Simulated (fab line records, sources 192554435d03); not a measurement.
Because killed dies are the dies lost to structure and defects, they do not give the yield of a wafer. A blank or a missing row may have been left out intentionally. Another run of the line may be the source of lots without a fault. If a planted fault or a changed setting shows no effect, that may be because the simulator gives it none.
A struck lot beside a sound one / flow n5 finfet / 35 steps out of a route of 1938
Sound: wafers L619.2, L619.3, L619.5. The struck wafers were L639.2, L639.4, L639.5. Last of all comes the cause.
For every step that has rows: the tool of each side, followed by ch and its chambers, followed by its first start. Under that, the readings that differ: sound wafers / struck wafers / difference of the means / sigmas: that difference in standard deviations of wafers without a fault.
alike: a reading whose means differ by less than 2 such deviations, as well as words and numbers matching on both sides. not compared: withheld readings; readings where some wafer has no value; bounds like >300 that might hide an equal value; numbers whose values overlap and for which the record gives no deviation.
Wherever a step has rows on one side only, a row that says differs or no value, or a row with sigmas, the two part there. Numbers that don't overlap but have no deviation are shown without sigmas and don't part them. Lack of a reading on every wafer of one side parts them only where that side has two or more wafers.

first, 12 steps without rows for these wafers: N5_BEOL_M4_SPUTTER_81 (material Cu, target thk 4.5 nm, time 8.29 s); N5_BEOL_M4_ANNEAL_82 (time 240 s); N5_BEOL_M4_SPUTTER_86 (material Cu, target thk 4.5 nm, time 8.29 s); N5_BEOL_M4_ANNEAL_87 (time 240 s); N5_BEOL_M4_SPUTTER_88 (material Cu, target thk 4.5 nm, time 8.29 s); N5_BEOL_M4_ANNEAL_89 (time 240 s); N5_BEOL_M4_SPUTTER_90 (material Cu, target thk 4.5 nm, time 8.29 s); N5_BEOL_M4_ANNEAL_91 (time 240 s); N5_BEOL_M4_SPUTTER_92 (material Cu, target thk 4.5 nm, time 8.29 s); N5_BEOL_M4_ANNEAL_93 (time 240 s); N5_BEOL_M4_SPUTTER_94 (material Cu, target thk 4.5 nm, time 8.29 s); N5_BEOL_M4_ANNEAL_95 (time 240 s).
N5_BEOL_M4_SPUTTER_96: material Cu, target thk 4.5 nm, time 8.29 s.
  struck on pvd sputter-01, day 15 21:19; sound on pvd sputter-01, day 11 08:43
  alike: chamber pressure pa, chuck gas flow sccm, throttle valve pct
then, 21 steps without rows for these wafers: N5_BEOL_M4_ECD_50 (material Cu, target thk 300 nm); N5_BEOL_M4_ANNEAL_51 (time 90 s); N5_BEOL_M4_CMP_52 (polishes, stops on SiOC, t overpolish 6.8 s, target thk 40 nm); N5_BEOL_M4_PRE_CLEAN_60 (time 15 s); N5_BEOL_M4_CO_CAP_55 (material Co, precursor CCTBA/H2, target thk 2 nm, time 102.1 s); N5_BEOL_M4_PRE_CLEAN_56 (time 15 s); N5_BEOL_M4_DEP_57 (deposits SiCN from 3MS/NH3, target thk 8 nm, time 14 s); N5_BEOL_M5_ILD_DEP_00 (deposits SiCOH lowk from DEMS/porogen, target thk 140.64 nm, time 25.9 s); N5_BEOL_M5_CURE_79 (cures SiCOH lowk, time 240 s); N5_BEOL_M5_PECVD_70 (deposits SiO2 from TEOS/O2, target thk 16 nm, time 18 s); N5_BEOL_M5_HM_DEP_02 (deposits TiN, target thk 20 nm); N5_BEOL_M5_COAT_59 (time 60 s, resist thk 60 nm); N5_BEOL_M5_COAT_60 (time 60 s, resist thk 12 nm); N5_BEOL_M5_COAT_71 (time 60 s, resist thk 5 nm); N5_BEOL_M5_COAT_05 (resist thk 30 nm); N5_BEOL_M5_EBR_07; N5_BEOL_M5_SOFTBAKE_06 (time 60 s); N5_BEOL_M5_EXPOSE_08 (exposes mask M5, target cd 28 nm); N5_BEOL_M5_PEB_09 (peb time 60 s); N5_BEOL_M5_DEVELOP_10 (develop time 30 s); N5_BEOL_M5_DESCUM_16 (chemistry O2, time 7 s).
-- record jumps: 4 days separate the struck wafers' starts on either side; left off in module BEOL_M5, taken up again in module PASSIVATION, whose first shown step is the route's number 1936 --
N5_PASSIVATION_PROBE_49:
  only the struck wafers here have rows in the record (prober-02, day 20 08:36); the sound ones have none

WHERE THEY PART
At N5_PASSIVATION_PROBE_49 and nowhere else, as far as this record goes.

WHY: what had been put in by the simulator
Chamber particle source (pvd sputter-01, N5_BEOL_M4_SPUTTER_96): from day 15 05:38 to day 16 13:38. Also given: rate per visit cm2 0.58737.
